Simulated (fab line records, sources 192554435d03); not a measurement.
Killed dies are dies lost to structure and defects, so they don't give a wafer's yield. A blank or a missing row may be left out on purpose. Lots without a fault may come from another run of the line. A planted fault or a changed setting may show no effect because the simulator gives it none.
fab line records | flow n5_finfet
record lots=6 wafers=18 last_day=16
route steps=1938 shown BEOL_M2@929 BEOL_M3@931 BEOL_M4@1111 PASSIVATION@1936
lots that met no fault: from a run of the same line without faults
start_h: hours from the record's first day to the start of the lot's first wafer shown | wait_h: hours since the lot's step before | " the same as in the row above | L1.1+2: a row that stands for several wafers | - no value, or no start given | * or withheld: withheld | < > ~ a bound
route shown NAME@n: a module of which the file shows steps, and the number in the route of the first | usual: mean/standard deviation of fault-free wafers | same: alike in all rows | chamber/n: place in a boat | sites: the reading at each site | _std_site: their standard deviation | _edge_site: outer sites' mean less inner sites' | radius_mm: how far each site lies from the wafer's centre | mask NAME#n: copy n | behind: the tool/chamber that last shaped the wafer | hold: why the lot was held/for how many hours/how that ended | device: the transistor (n, p or np) that didn't switch | end of line: the same wafers' tests at the end of the route | a step without rows: its recipe alone | killed: dies lost to structure and defects at the first sort, not the wafer's yield | map: a wafer's dies, x killed, . not, _ none there
set.NAME: the setting as run; set.NAME@STEP: as run at that earlier step | model.NAME: the simulator's own value behind a step, which no gauge read
lots at some steps of the route; a table a step, a row a wafer
services: from which hour (start_h, from the record's first day; less than 0 if before it) a tool's chamber was out of use, for how many hours, and why
## steps
# step N5_BEOL_M2_RS_MEAS_58
# recipe thk_meas_gauge=four-point-probe reads=Co_of_BEOL_M2_CO_CAP_55+Cu_of_BEOL_M2_ECD_50+Co_of_BEOL_M2_CVD_47+TaN_of_BEOL_M2_ALD_84
# usual M2_RS=0.68/0.032
# columns lot.wafer tool chamber start_h wait_h M2_RS[ohm/sq]
L182.4 film_metro-01 - 159.82 0.0 0.65
L182.5 " - " " 0.68
L182.6 " - " " 0.63
L184.2 film_metro-02 - 168.71 0.1 0.69
L184.5 " - " " 0.71
L184.6 " - " " 0.73
L189.2 film_metro-01 - 189.47 0.1 0.69
L189.3 " - " " 0.67
L189.5 " - " " 0.67
L191.1 film_metro-01 - 197.73 0.0 0.65
L191.3 " - " " 0.64
L191.4 " - " " 0.64
L195.1 film_metro-02 - 236.47 0.0 0.68
L195.2 " - " " 0.67
L195.5 " - " " 0.63
L196.3 film_metro-02 - 243.09 0.1 0.70
L196.4 " - " " 0.66
L196.5 " - " " 0.66
# step N5_BEOL_M2_INSPECT_59
# recipe inspect_instrument=darkfield mode=post_dep
# usual raw_defect_count=71/22
# columns lot.wafer tool chamber start_h wait_h raw_defect_count
L182.4 defect_inspect-02 - 159.84 0.0 104
L182.5 " - " " 87
L182.6 " - " " 85
L184.2 defect_inspect-02 - 168.74 0.0 62
L184.5 " - " " 60
L184.6 " - " " 65
L189.2 defect_inspect-01 - 189.50 0.0 69
L189.3 " - " " 64
L189.5 " - " " 65
L191.1 defect_inspect-01 - 197.75 0.0 72
L191.3 " - " " 47
L191.4 " - " " 44
L195.1 defect_inspect-02 - 236.50 0.0 74
L195.2 " - " " 91
L195.5 " - " " 103
L196.3 defect_inspect-02 - 243.11 0.0 65
L196.4 " - " " 74
L196.5 " - " " 66
# step N5_BEOL_M3_ILD_DEP_00
# recipe material=SiOC target_thk_a=790 temp_c=350 precursor=DEMS/O2 pressure_torr=5 rf_w=500 time_s=15.3
# usual heater_power_w=499/58 showerhead_plenum_p_Torr=5.696/0.012 showerhead_vpp_V=1403/76 throttle_valve_pct=12.1/0.84
# columns lot.wafer tool chamber start_h wait_h heater_power_w showerhead_plenum_p_Torr showerhead_vpp_V throttle_valve_pct
L182.4 pecvd-03 2 159.89 0.1 453 5.694 1456 12.3
L182.5 " 0 " " 567 5.714 1309 11.7
L182.6 " 1 " " 520 5.710 1377 12.9
L184.2 pecvd-04 1 168.77 0.0 572 5.703 1478 11.1
L184.5 " 1 " " 580 5.690 1485 11.4
L184.6 " 2 " " 425 5.669 1421 11.5
L189.2 pecvd-04 1 189.53 0.0 537 5.711 1488 11.4
L189.3 " 0 " " 486 5.689 1438 13.6
L189.5 " 1 " " 537 5.712 1507 11.4
L191.1 pecvd-04 2 197.79 0.0 462 5.705 1432 11.4
L191.3 " 1 " " 478 5.713 1508 11.5
L191.4 " 0 " " 507 5.700 1443 13.5
L195.1 pecvd-03 2 236.53 0.0 438 5.694 1461 11.0
L195.2 " 1 " " 560 5.693 1372 12.9
L195.5 " 2 " " 451 5.692 1469 10.8
L196.3 pecvd-02 0 243.15 0.0 468 5.674 1318 13.4
L196.4 " 2 " " 437 5.688 1378 11.9
L196.5 " 0 " " 479 5.673 1297 13.3
# step N5_BEOL_M3_THK_MEAS_01
# recipe reads=SiOC_of_BEOL_M3_ILD_DEP_00
# usual M3_ILD_THK=79.2/0.94
# columns lot.wafer tool chamber start_h wait_h M3_ILD_THK[nm]
L182.4 film_metro-02 - 159.95 0.0 79.1
L182.5 " - " " 79.0
L182.6 " - " " 78.1
L184.2 film_metro-01 - 168.86 0.1 78.4
L184.5 " - " " 78.7
L184.6 " - " " 78.6
L189.2 film_metro-02 - 189.60 0.1 77.8
L189.3 " - " " 79.2
L189.5 " - " " 79.5
L191.1 film_metro-02 - 197.86 0.0 79.3
L191.3 " - " " 78.5
L191.4 " - " " 81.6
L195.1 film_metro-01 - 236.60 0.0 77.6
L195.2 " - " " 77.9
L195.5 " - " " 78.0
L196.3 film_metro-01 - 243.22 0.1 80.1
L196.4 " - " " 80.5
L196.5 " - " " 81.3
# step N5_BEOL_M3_PECVD_72
# recipe material=SiO2 target_thk_a=160 temp_c=400 precursor=TEOS/O2 pressure_torr=5.5 rf_w=450 teos_flow_sccm=53.8 gas=O2 flow_sccm=3000 time_s=18
# usual heater_power_w=745/79 showerhead_plenum_p_Torr=8.80/0.038 showerhead_vpp_V=1333/66 throttle_valve_pct=22.7/1.5
# columns lot.wafer tool chamber start_h wait_h heater_power_w showerhead_plenum_p_Torr showerhead_vpp_V throttle_valve_pct
L182.4 pecvd-03 0 160.00 0.1 785 8.83 1268 21.8
L182.5 " 1 " " 861 8.83 1302 24.3
L182.6 " 2 " " 695 8.81 1403 22.8
L184.2 pecvd-03 0 168.90 0.0 788 8.82 1238 21.8
L184.5 " 2 " " 623 8.82 1379 23.0
L184.6 " 1 " " 836 8.83 1317 23.9
L189.2 pecvd-03 0 189.64 0.0 860 8.84 1255 22.0
L189.3 " 1 " " 828 8.80 1322 24.1
L189.5 " 1 " " 830 8.84 1315 24.5
L191.1 pecvd-03 0 197.89 0.0 811 8.82 1254 21.9
L191.3 " 2 " " 685 8.81 1368 22.9
L191.4 " 2 " " 690 8.80 1390 22.9
L195.1 pecvd-04 1 236.64 0.0 796 8.79 1419 21.4
L195.2 " 0 " " 686 8.79 1394 25.5
L195.5 " 1 " " 782 8.81 1414 21.2
L196.3 pecvd-03 2 243.25 0.0 740 8.78 1411 20.4
L196.4 " 2 " " 735 8.81 1409 20.3
L196.5 " 1 " " 840 8.82 1309 24.1
# step N5_BEOL_M3_HM_DEP_02
# recipe material=TiN target_thk_a=200 temp_c=25 chamber_pressure_pa=0.49996
# usual throttle_valve_pct=30.1/1.1
# columns lot.wafer tool chamber start_h wait_h throttle_valve_pct
L182.4 pvd_sputter-01 - 160.54 0.5 29.8
L182.5 " - " " 29.4
L182.6 " - " " 30.0
L184.2 pvd_sputter-03 - 169.25 0.3 30.3
L184.5 " - " " 28.7
L184.6 " - " " 30.5
L189.2 pvd_sputter-02 - 192.20 2.5 30.8
L189.3 " - " " 28.3
L189.5 " - " " 30.7
L191.1 pvd_sputter-01 - 199.28 1.4 31.8
L191.3 " - " " 29.6
L191.4 " - " " 30.0
L195.1 pvd_sputter-01 - 239.22 2.6 29.6
L195.2 " - " " 30.0
L195.5 " - " " 30.0
L196.3 pvd_sputter-01 - 243.31 0.0 29.5
L196.4 " - " " 31.8
L196.5 " - " " 31.9
# step N5_BEOL_M3_COAT_61
# recipe resist=SOC temp_c=250 time_s=60 spin_rpm=1500 resist_thk_nm=60
# step N5_BEOL_M3_COAT_62
# recipe resist=SiARC temp_c=220 time_s=60 spin_rpm=1500 resist_thk_nm=12
# step N5_BEOL_M3_COAT_73
# recipe resist=underlayer temp_c=205 time_s=60 spin_rpm=1500 resist_thk_nm=5
# step N5_BEOL_M3_COAT_05
# recipe resist=CAR-EUV spin_rpm=1500 resist_thk_nm=30
# step N5_BEOL_M3_EBR_07
# recipe solvent=PGMEA ebr_width_mm=1.5
# step N5_BEOL_M3_SOFTBAKE_06
# recipe temp_c=110 time_s=60 resist=CAR-EUV
# step N5_BEOL_M3_EXPOSE_08
# recipe mask_id=M3 na=0.33 source_shape=dipole sigma_inner=0.369 sigma_outer=0.767 polarization=unpolarized dose_mj=33
# usual stage_msd_nm=0.822/0.017
# same dipole_opening_deg=79.7
# columns lot.wafer tool chamber start_h wait_h mask stage_msd_nm model.BEOL_M3.overlay_x_nm
L182.4 euv_scanner-02 0 160.98 - M3#0 0.858 0.2
L182.5 " 0 " " M3#0 0.859 0.2
L182.6 " 0 " " M3#0 0.856 0.2
L184.2 euv_scanner-01 0 169.52 - M3#0 0.801 -0.4
L184.5 " 0 " " M3#0 0.802 -0.4
L184.6 " 0 " " M3#0 0.801 -0.4
L189.2 euv_scanner-02 0 192.47 - M3#0 0.848 5.8
L189.3 " 0 " " M3#0 0.850 5.8
L189.5 " 0 " " M3#0 0.845 5.8
L191.1 euv_scanner-02 0 199.55 - M3#0 0.845 5.6
L191.3 " 0 " " M3#0 0.845 5.6
L191.4 " 0 " " M3#0 0.843 5.6
L195.1 euv_scanner-01 0 239.63 - M3#0 0.817 -0.6
L195.2 " 0 " " M3#0 0.817 -0.6
L195.5 " 0 " " M3#0 0.817 -0.6
L196.3 euv_scanner-01 0 243.59 - M3#0 0.819 0.2
L196.4 " 0 " " M3#0 0.818 0.2
L196.5 " 0 " " M3#0 0.820 0.2
# step N5_BEOL_M3_PEB_09
# recipe peb_temp_c=100 peb_time_s=60 resist=CAR-EUV
# step N5_BEOL_M3_DEVELOP_10
# recipe develop_time_s=30 developer=TMAH resist=CAR-EUV rinse_liquid=surfactant_rinse dry=air_spin dev_temp_c=23
# step N5_BEOL_M3_CD_MEAS_11
# recipe target_cd_nm=17.05 landing_energy_ev=500 detector=se_inlens polarity=opening
# usual cd_nm=17.05/0.24
# columns lot.wafer tool chamber start_h wait_h cd_nm
L182.4 cd_sem-03 0 161.09 - 17.33
L182.5 " 0 " " 17.30
L182.6 " 0 " " 17.04
L184.2 cd_sem-01 0 169.64 - 17.10
L184.5 " 0 " " 16.63
L184.6 " 0 " " 17.07
L189.2 cd_sem-02 0 192.59 - 16.95
L189.3 " 0 " " 17.07
L189.5 " 0 " " 17.30
L191.1 cd_sem-02 0 199.67 - 16.94
L191.3 " 0 " " 16.63
L191.4 " 0 " " 16.72
L195.1 cd_sem-01 0 239.76 - 17.11
L195.2 " 0 " " 17.29
L195.5 " 0 " " 16.83
L196.3 cd_sem-02 0 243.70 - 17.02
L196.4 " 0 " " 16.90
L196.5 " 0 " " 17.27
# step N5_BEOL_M3_OVL_MEAS_12
# recipe points_per_wafer=522
# usual M3_OVL=-0.5/0.63
# columns lot.wafer tool chamber start_h wait_h M3_OVL[nm]
L182.4 overlay-02 0 161.14 0.0 -0.7
L182.5 " 0 " " -1.0
L182.6 " 0 " " -0.9
L184.2 overlay-02 0 169.68 0.0 -0.1
L184.5 " 0 " " -0.9
L184.6 " 0 " " -1.0
L189.2 overlay-02 0 192.62 0.0 4.9
L189.3 " 0 " " 4.9
L189.5 " 0 " " 5.5
L191.1 overlay-01 0 199.70 0.0 5.2
L191.3 " 0 " " 4.6
L191.4 " 0 " " 4.8
L195.1 overlay-01 0 239.79 0.0 -1.3
L195.2 " 0 " " -0.9
L195.5 " 0 " " -1.3
L196.3 overlay-02 0 243.74 0.0 0.0
L196.4 " 0 " " 0.0
L196.5 " 0 " " -0.9
# step N5_BEOL_M3_INSPECT_13
# recipe mode=adi inspect_instrument=brightfield
# usual raw_defect_count=386/79
# columns lot.wafer tool chamber start_h wait_h raw_defect_count
L182.4 defect_inspect-01 - 161.18 0.0 446
L182.5 " - " " 459
L182.6 " - " " 463
L184.2 defect_inspect-01 - 169.73 0.0 557
L184.5 " - " " 283
L184.6 " - " " 432
L189.2 defect_inspect-02 - 192.68 0.0 347
L189.3 " - " " 444
L189.5 " - " " 499
L191.1 defect_inspect-02 - 199.76 0.1 374
L191.3 " - " " 407
L191.4 " - " " 495
L195.1 defect_inspect-01 - 239.84 0.1 369
L195.2 " - " " 320
L195.5 " - " " 429
L196.3 defect_inspect-01 - 243.79 0.0 486
L196.4 " - " " 457
L196.5 " - " " 485
# step N5_BEOL_M4_RC_MEAS_101
# usual DIBL_N=36.3/1.6 DIBL_P=36.5/1.6 IOFF_N=0.163/0.026 IOFF_P=0.22/0.033 ION_N=676/9.9 ION_P=464/6.5 SS_N=71.5/0.5 SS_P=73.3/0.64 VT_N=249.3/2.9 VT_P=-250/3.2
# columns lot.wafer tool chamber start_h wait_h DIBL_N[mV/V] DIBL_P[mV/V] IOFF_N[nA/um] IOFF_P[nA/um] ION_N[uA/um] ION_P[uA/um] SS_N[mV/dec] SS_P[mV/dec] VT_N[mV] VT_P[mV]
L182.4 prober-02 0 178.81 0.5 34.6 35.4 0.146 0.17 662 454 72.0 73.3 251.9 -253
L182.5 " 0 " " 35.1 36.8 0.163 0.19 685 469 71.6 73.5 250.4 -252
L182.6 " 0 " " 37.1 38.0 0.192 0.22 679 463 72.2 73.5 249.4 -252
L184.2 prober-02 0 200.44 0.2 34.2 33.1 0.127 0.19 683 473 71.0 71.7 253.9 -250
L184.5 " 0 " " 34.9 33.7 0.131 0.19 670 465 71.6 72.7 251.2 -252
L184.6 " 0 " " 37.0 36.4 0.165 0.24 678 459 71.3 74.3 250.7 -249
L189.2 prober-01 0 225.02 0.5 37.6 37.2 0.177 0.27 676 470 71.9 73.7 249.2 -244
L189.3 " 0 " " 38.8 38.8 0.200 0.31 682 468 72.0 73.7 247.6 -244
L189.5 " 0 " " 37.2 36.7 0.164 0.27 666 466 72.2 73.2 250.9 -244
L191.1 prober-02 0 234.64 0.0 38.6 37.4 0.206 0.25 683 462 72.3 73.8 246.6 -247
L191.3 " 0 " " 37.5 36.7 0.191 0.25 694 471 71.6 73.3 244.8 -247
L191.4 " 0 " " 37.9 36.6 0.196 0.24 684 472 72.0 73.9 244.2 -247
L195.1 prober-02 0 262.35 0.0 37.4 38.8 0.184 0.24 687 470 71.9 74.3 248.4 -249
L195.2 " 0 " " 35.2 36.6 0.145 0.20 675 464 71.0 72.1 250.5 -250
L195.5 " 0 " " 35.9 37.2 0.159 0.21 676 470 71.6 72.9 248.0 -251
L196.3 prober-02 0 271.06 0.3 38.8 38.6 0.221 0.25 688 465 72.2 73.3 246.4 -249
L196.4 " 0 " " 36.6 36.2 0.177 0.21 673 457 72.2 73.1 248.0 -252
L196.5 " 0 " " 37.1 36.6 0.181 0.21 685 461 71.1 73.8 247.4 -251
# step N5_PASSIVATION_PROBE_49
# usual defect_limited_yield=91.2/1.5 killed_at_M0_to_M3=32/9.6 killed_at_M4_up=13/5.3 killed_at_contacts=13/6.7 killed_at_front_end=42/11 killed_at_other=3.8/2.9 killed_dies=103/17 killed_on_rim=14/4.4 killed_open=67/13 killed_short=35/7.9 sort_bin_5_function=5.2/0.94 sort_bin_6_memory=3.3/0.64 sort_n_pass=1077/17 sort_yield_pct=91.2/1.5
# same gross_dies=1180 killed_at_back_side=0 sort_bin_4_leakage[%]=0 sort_bin_8_speed[%]=0
# columns lot.wafer tool chamber start_h wait_h defect_limited_yield[%] killed_at_M0_to_M3 killed_at_M4_up killed_at_contacts killed_at_front_end killed_at_other killed_dies killed_on_rim killed_open killed_short sort_bin_5_function[%] sort_bin_6_memory[%] sort_n_pass sort_yield_pct[%]
L195.1 prober-01 - 376.38 0.0 91.2 27 8 9 57 3 104 18 55 47 5.8 2.9 1076 91.2
# killed by level:class
L195.1 FIN_SAQP:geometric_particle:short=16 FIN_SAQP:geometric_particle:open=12 GATE_CUT:geometric_particle:short=8 DUMMY_GATE:geometric_particle:open=7 BEOL_M2:geometric_particle:open=7 BEOL_M0_SAQP:geometric_particle:short=6 BEOL_M0_SAQP:geometric_particle:open=6 STARTING-WAFER:geometric_particle:open=6
## services
# columns tool chamber start_h hours kind
pvd_sputter-02 - 137.70 5.1 repair
euv_scanner-01 0 143.28 - calibration
pecvd-02 - 146.23 95.5 repair
euv_scanner-02 - 148.22 1.0 pm
euv_scanner-01 - 153.07 1.0 pm
euv_scanner-01 - 157.39 1.9 repair
pecvd-04 0 166.73 2.1 scheduled_down
euv_scanner-02 - 181.00 4.6 pm
pecvd-03 2 202.38 - clean
pecvd-03 2 202.38 - consumable_replace:showerhead
pecvd-03 2 202.38 29.0 scheduled_down
pecvd-03 2 202.38 29.0 vent_cycle
euv_scanner-02 - 204.37 1.0 pm
euv_scanner-01 - 209.24 1.0 pm
pecvd-04 0 228.16 5.5 scheduled_down
## key
first_sign step=N5_BEOL_M3_OVL_MEAS_12 reading=M3_OVL direction=up sigmas=8.8 usual=-0.5 struck=5.0
effect none on later readings
model_effect step=N5_BEOL_M3_EXPOSE_08 value=BEOL_M3.overlay_x_nm without=0.9 struck=5.7
met_at N5_BEOL_M3_EXPOSE_08
struck_wafers L189.2,L189.3,L189.5,L191.1,L191.3,L191.4
onset_between 160.98 192.47
also_fits N5_BEOL_M3_ILD_DEP_00:pecvd-04
fault kind=scanner_matching_overlay tool=euv_scanner-02 chamber=- onset_h=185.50 steps=N5_BEOL_M3_EXPOSE_08 offset=4.901
